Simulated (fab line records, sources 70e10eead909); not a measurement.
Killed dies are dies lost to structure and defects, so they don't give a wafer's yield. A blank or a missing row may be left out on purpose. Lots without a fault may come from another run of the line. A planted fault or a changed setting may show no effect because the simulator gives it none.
Which tool did it? | flow nand_harc | 24 lots, 72 wafers sampled, at 5 steps of a route of 1159

WHAT THE GAUGES READ, wafer by wafer
NHARC_P_GATE_CD_MEAS_59: target cd 720 nm. Usual: cd_nm 720.3 nm, standard deviation 1.4.
lot  | measured     | on        | cd_nm (nm)        | flag
L074 | day 5 08:25  | cd_sem-03 | 720.4 719.0 721.5 |
L075 | day 5 16:10  | cd_sem-03 | 718.1 718.7 717.3 |
L076 | day 5 15:59  | cd_sem-01 | 719.8 719.3 719.8 |
L077 | day 6 12:32  | cd_sem-03 | 720.8 720.2 718.4 |
L078 | day 6 13:10  | cd_sem-03 | 721.0 718.9 720.9 |
L079 | day 6 18:45  | cd_sem-03 | 721.0 721.3 720.4 |
L080 | day 6 19:31  | cd_sem-01 | 719.1 719.5 719.3 |
L081 | day 7 02:12  | cd_sem-01 | 719.5 720.0 721.3 |
L082 | day 7 07:17  | cd_sem-02 | 720.1 721.8 723.3 |
L083 | day 7 14:24  | cd_sem-02 | 721.3 722.4 720.5 |
L084 | day 7 13:53  | cd_sem-01 | 718.1 719.5 719.0 |
L085 | day 8 18:53  | cd_sem-02 | 718.6 717.6 719.0 |
L086 | day 8 20:19  | cd_sem-02 | 721.2 719.5 720.1 |
L087 | day 9 00:50  | cd_sem-03 | 720.5 721.9 723.3 |
L088 | day 8 18:12  | cd_sem-02 | 720.7 720.4 721.6 |
L089 | day 9 03:59  | cd_sem-03 | 719.4 719.3 722.1 |
L090 | day 9 08:23  | cd_sem-03 | 721.2 721.7 722.0 |
L091 | day 9 08:34  | cd_sem-01 | 720.4 718.0 719.7 |
L092 | day 9 19:28  | cd_sem-02 | 721.9 722.4 721.7 |
L093 | day 10 02:50 | cd_sem-03 | 719.3 718.7 718.7 |
L094 | day 10 07:23 | cd_sem-01 | 719.4 718.2 719.6 |
L095 | day 10 07:10 | cd_sem-02 | 721.4 719.9 720.5 |
L096 | day 10 21:07 | cd_sem-01 | 719.1 720.4 720.9 |
L097 | day 11 06:49 | cd_sem-01 | 718.4 718.6 719.5 |

NHARC_P_CONTACT_CD_MEAS_12: target cd 90 nm. Usual: cd_nm 90.2 nm, standard deviation 0.48.
lot  | measured     | on        | cd_nm (nm)     | flag
L074 | day 5 14:55  | cd_sem-03 | 89.5 90.5 90.0 |
L075 | day 5 22:40  | cd_sem-01 | 90.1 90.1 90.4 |
L076 | day 5 22:25  | cd_sem-03 | 89.6 91.1 89.7 |
L077 | day 6 18:51  | cd_sem-01 | 89.9 88.9 91.0 |
L078 | day 6 19:59  | cd_sem-03 | 89.7 89.5 89.5 |
L079 | day 7 01:20  | cd_sem-01 | 90.8 90.5 90.3 |
L080 | day 7 02:10  | cd_sem-02 | 90.0 90.3 90.4 |
L081 | day 7 08:44  | cd_sem-02 | 89.9 90.1 90.7 |
L082 | day 7 14:06  | cd_sem-03 | 89.9 90.6 90.4 |
L083 | day 7 20:58  | cd_sem-01 | 90.0 90.5 89.8 |
L084 | day 7 20:29  | cd_sem-03 | 90.0 90.5 90.4 |
L085 | day 9 01:43  | cd_sem-02 | 90.4 90.6 90.8 |
L086 | day 9 03:23  | cd_sem-03 | 89.9 89.8 89.9 |
L087 | day 9 07:08  | cd_sem-01 | 89.9 90.8 90.0 |
L088 | day 9 00:38  | cd_sem-02 | 90.8 90.7 89.7 |
L089 | day 9 10:23  | cd_sem-03 | 90.9 90.3 90.9 |
L090 | day 9 14:39  | cd_sem-01 | 90.6 90.0 89.7 |
L091 | day 9 14:58  | cd_sem-01 | 90.4 90.7 90.7 |
L092 | day 10 01:55 | cd_sem-01 | 90.3 89.2 90.4 |
L093 | day 10 09:44 | cd_sem-02 | 90.2 89.7 90.3 |
L094 | day 10 14:25 | cd_sem-01 | 90.1 89.7 89.7 |
L095 | day 10 14:00 | cd_sem-01 | 90.0 89.0 90.4 |
L096 | day 11 04:23 | cd_sem-03 | 91.2 90.3 89.8 |
L097 | day 11 13:28 | cd_sem-01 | 90.8 90.9 91.1 |

WHICH TOOL RAN EACH LOT (tool, then ch and the chambers of the sampled wafers, then the start)
lot  | NHARC_P_ZERO_WELL_DESCUM_39       | NHARC_P_GATE_STRIP_95                | NHARC_P_CONTACT_CMP_01
L074 | rie_diel-08 ch 2,3, day 1 16:22   | plasma_asher-02 ch 0,1, day 5 11:25  | cmp-04 ch 1,2,3, day 5 14:05
L075 | rie_diel-12 ch 0,1,2, day 1 22:37 | plasma_asher-01 ch 0,1, day 5 19:13  | cmp-04 ch 1,2, day 5 21:50
L076 | rie_diel-01 ch 0,1,2, day 2 04:11 | plasma_asher-02 ch 0,1, day 5 19:00  | cmp-02 ch 0,1, day 5 21:35
L077 | rie_diel-01 ch 1,2, day 2 10:10   | plasma_asher-02 ch 0,1, day 6 15:32  | cmp-02 ch 0,1,2, day 6 18:13
L078 | rie_diel-12 ch 0,1,3, day 2 16:16 | plasma_asher-01 ch 0,1, day 6 16:25  | cmp-01 ch 0,1,2, day 6 19:10
L079 | rie_diel-01 ch 1,2,3, day 3 01:19 | plasma_asher-02 ch 0,1, day 6 21:50  | cmp-04 ch 0,2,3, day 7 00:29
L080 | rie_diel-12 ch 1,2,3, day 3 04:28 | plasma_asher-01 ch 0,1, day 6 22:48  | cmp-01 ch 1,2, day 7 01:26
L081 | rie_diel-12 ch 2,3, day 3 10:12   | plasma_asher-02 ch 0,1, day 7 05:11  | cmp-04 ch 1,2,3, day 7 07:55
L082 | rie_diel-12 ch 1,2,3, day 3 16:19 | plasma_asher-01 ch 0,1, day 7 10:17  | cmp-04 ch 0,2,3, day 7 13:16
L083 | rie_diel-12 ch 0,1,2, day 3 22:18 | plasma_asher-02 ch 0,1, day 7 17:22  | cmp-01 ch 0,1,3, day 7 20:10
L084 | rie_diel-01 ch 0,1,2, day 4 04:25 | plasma_asher-01 ch 1, day 7 16:52    | cmp-02 ch 0,2, day 7 19:41
L085 | rie_diel-01 ch 0,2,3, day 4 10:14 | plasma_asher-01 ch 0,1, day 8 22:17  | cmp-02 ch 1,2,3, day 9 00:53
L086 | rie_diel-12 ch 1,2,3, day 4 16:04 | plasma_asher-01 ch 0,1, day 8 23:40  | cmp-04 ch 0,1,2, day 9 02:41
L087 | rie_diel-08 ch 0,1,2, day 4 22:25 | plasma_asher-01 ch 0,1, day 9 03:40  | cmp-01 ch 0,1,2, day 9 06:19
L088 | rie_diel-12 ch 0,3, day 5 04:16   | plasma_asher-01 ch 0,1, day 8 21:12  | cmp-02 ch 0,1,3, day 8 23:50
L089 | rie_diel-01 ch 1,2,3, day 5 10:20 | plasma_asher-02 ch 0,1, day 9 06:58  | cmp-02 ch 1,3, day 9 09:34
L090 | rie_diel-01 ch 0,2,3, day 5 16:22 | plasma_asher-02 ch 0,1, day 9 11:21  | cmp-02 ch 0,2,3, day 9 13:57
L091 | rie_diel-08 ch 0,1,3, day 5 22:18 | plasma_asher-01 ch 0,1, day 9 11:32  | cmp-02 ch 0,1,2, day 9 14:10
L092 | rie_diel-12 ch 0,2,3, day 6 04:17 | plasma_asher-01 ch 0,1, day 9 22:29  | cmp-04 ch 1,2,3, day 10 01:05
L093 | rie_diel-12 ch 2,3, day 6 10:16   | plasma_asher-01 ch 0,1, day 10 06:05 | cmp-04 ch 0,1,3, day 10 09:06
L094 | rie_diel-12 ch 0,2,3, day 6 16:27 | plasma_asher-02 ch 0,1, day 10 10:22 | cmp-01 ch 0,1,3, day 10 13:38
L095 | rie_diel-08 ch 2,3, day 6 22:26   | plasma_asher-01 ch 0,1, day 10 10:15 | cmp-04 ch 2,3, day 10 13:10
L096 | rie_diel-12 ch 0,2,3, day 7 04:19 | plasma_asher-02 ch 0,1, day 11 00:18 | cmp-01 ch 1,2,3, day 11 03:34
L097 | rie_diel-08 ch 0,1,2, day 7 10:22 | plasma_asher-01 ch 0,1, day 11 09:53 | cmp-01 ch 0,2,3, day 11 12:38
- NHARC_P_ZERO_WELL_DESCUM_39: chemistry O2, time 3 s.
- NHARC_P_GATE_STRIP_95: strips in O2.
- NHARC_P_CONTACT_CMP_01: polishes SiO2, target thk 200 nm.

WHAT THE TOOLS THEMSELVES READ (means of the sampled wafers that have a number; where no wafer has one, the mark that the record gives instead)
NHARC_P_ZERO_WELL_DESCUM_39. Usual: drypump_motor_current_A 5.8 A, standard deviation 0.51; oes_product_au 1.003 a.u., standard deviation 0.0098; rf_vpp_V 57.8 V, standard deviation 1.1; showerhead_plenum_p_Torr 1.94 Torr, standard deviation 0.11; throttle_valve_pct 11.311 %, standard deviation 0.0087.
lot  | tool        | drypump_motor_current_A (A) | oes_product_au (a.u.) | rf_vpp_V (V) | showerhead_plenum_p_Torr (Torr) | throttle_valve_pct (%) | flag
L074 | rie_diel-08 | 5.5                         | 1.003                 | 57.8         | 1.87                            | 11.308                 |
L075 | rie_diel-12 | 6.2                         | 0.999                 | 58.0         | 2.06                            | 11.309                 |
L076 | rie_diel-01 | 5.6                         | 1.006                 | 57.8         | 1.89                            | 11.304                 |
L077 | rie_diel-01 | 5.6                         | 1.017                 | 58.3         | 1.90                            | 11.307                 |
L078 | rie_diel-12 | 5.9                         | 1.002                 | 58.6         | 1.98                            | 11.314                 |
L079 | rie_diel-01 | 5.5                         | 1.017                 | 57.6         | 1.91                            | 11.304                 |
L080 | rie_diel-12 | 5.7                         | 1.003                 | 59.3         | 1.98                            | 11.316                 |
L081 | rie_diel-12 | 5.3                         | 0.990                 | 58.0         | 1.91                            | 11.309                 |
L082 | rie_diel-12 | 5.7                         | 1.004                 | 57.7         | 1.98                            | 11.308                 |
L083 | rie_diel-12 | 6.2                         | 1.004                 | 58.6         | 2.06                            | 11.313                 |
L084 | rie_diel-01 | 5.6                         | 1.006                 | 57.4         | 1.89                            | 11.309                 |
L085 | rie_diel-01 | 5.9                         | 1.017                 | 57.3         | 1.83                            | 11.315                 |
L086 | rie_diel-12 | 5.7                         | 0.996                 | 57.4         | 1.98                            | 11.297                 |
L087 | rie_diel-08 | 5.8                         | 1.001                 | 56.9         | 1.85                            | 11.311                 |
L088 | rie_diel-12 | 6.0                         | 0.991                 | 57.3         | 1.99                            | 11.318                 |
L089 | rie_diel-01 | 5.5                         | 1.009                 | 58.4         | 1.91                            | 11.316                 |
L090 | rie_diel-01 | 5.9                         | 1.003                 | 57.9         | 1.83                            | 11.317                 |
L091 | rie_diel-08 | 6.0                         | 1.005                 | 57.1         | 1.87                            | 11.314                 |
L092 | rie_diel-12 | 5.8                         | 1.000                 | 57.7         | 1.99                            | 11.306                 |
L093 | rie_diel-12 | 5.5                         | 0.997                 | 57.8         | 1.99                            | 11.309                 |
L094 | rie_diel-12 | 5.8                         | 1.002                 | 59.3         | 1.99                            | 11.310                 |
L095 | rie_diel-08 | 5.5                         | 0.995                 | 57.6         | 1.87                            | 11.316                 |
L096 | rie_diel-12 | 5.8                         | 0.994                 | 57.9         | 1.99                            | 11.309                 |
L097 | rie_diel-08 | 5.9                         | 1.012                 | 58.2         | 1.85                            | 11.309                 |

NHARC_P_GATE_STRIP_95. Usual: drypump_motor_current_A 5.6 A, standard deviation 0.36; heater_power_w 311 W, standard deviation 21.
lot  | tool            | drypump_motor_current_A (A) | heater_power_w (W) | flag
L074 | plasma_asher-02 | 5.5                         | 302                |
L075 | plasma_asher-01 | 5.6                         | 313                |
L076 | plasma_asher-02 | 5.8                         | 320                |
L077 | plasma_asher-02 | 5.5                         | 303                |
L078 | plasma_asher-01 | 5.5                         | 321                |
L079 | plasma_asher-02 | 5.5                         | 303                |
L080 | plasma_asher-01 | 5.6                         | 310                |
L081 | plasma_asher-02 | 5.8                         | 316                |
L082 | plasma_asher-01 | 5.6                         | 311                |
L083 | plasma_asher-02 | 5.8                         | 310                |
L084 | plasma_asher-01 | 5.5                         | 337                |
L085 | plasma_asher-01 | 5.5                         | 317                |
L086 | plasma_asher-01 | 5.6                         | 310                |
L087 | plasma_asher-01 | 5.6                         | 321                |
L088 | plasma_asher-01 | 5.5                         | 324                |
L089 | plasma_asher-02 | 5.5                         | 300                |
L090 | plasma_asher-02 | 5.5                         | 293                |
L091 | plasma_asher-01 | 5.5                         | 322                |
L092 | plasma_asher-01 | 5.6                         | 311                |
L093 | plasma_asher-01 | 5.6                         | 304                |
L094 | plasma_asher-02 | 5.8                         | 303                |
L095 | plasma_asher-01 | 5.6                         | 307                |
L096 | plasma_asher-02 | 5.8                         | 305                |
L097 | plasma_asher-01 | 5.6                         | 306                |

NHARC_P_CONTACT_CMP_01. Usual: motor_current_A 11.8 A, standard deviation 1.
lot  | tool   | motor_current_A (A) | flag
L074 | cmp-04 | 11.7                |
L075 | cmp-04 | 11.5                |
L076 | cmp-02 | 12.5                |
L077 | cmp-02 | 11.4                |
L078 | cmp-01 | 12.1                |
L079 | cmp-04 | 11.5                |
L080 | cmp-01 | 12.7                |
L081 | cmp-04 | 11.7                |
L082 | cmp-04 | 11.8                |
L083 | cmp-01 | 12.8                |
L084 | cmp-02 | 10.7                |
L085 | cmp-02 | 12.6                |
L086 | cmp-04 | 11.4                |
L087 | cmp-01 | 12.1                |
L088 | cmp-02 | 11.6                |
L089 | cmp-02 | 12.8                |
L090 | cmp-02 | 11.2                |
L091 | cmp-02 | 11.6                |
L092 | cmp-04 | 11.4                |
L093 | cmp-04 | 11.7                |
L094 | cmp-01 | 12.6                |
L095 | cmp-04 | 12.1                |
L096 | cmp-01 | 12.4                |
L097 | cmp-01 | 11.3                |

THE ANSWER, worked out from the rows above alone
Rule: a lot is off if the mean of its wafers that have a number lies more than 3 standard deviations from the usual mean. A lot without any number at a reading at which 4 lots or more have one is off too. The other lots that the step has rows for count as sound. The gauges are gone through in route order, then the tools' own readings, and for those a lot's mean is taken as printed above. The first step at which some lot is off is used, and at that step the reading that is off furthest; a lot without a number counts as furthest.
No lot is off at any reading shown: from this, nothing can be told.

WHAT THE SIMULATOR HAD PUT IN
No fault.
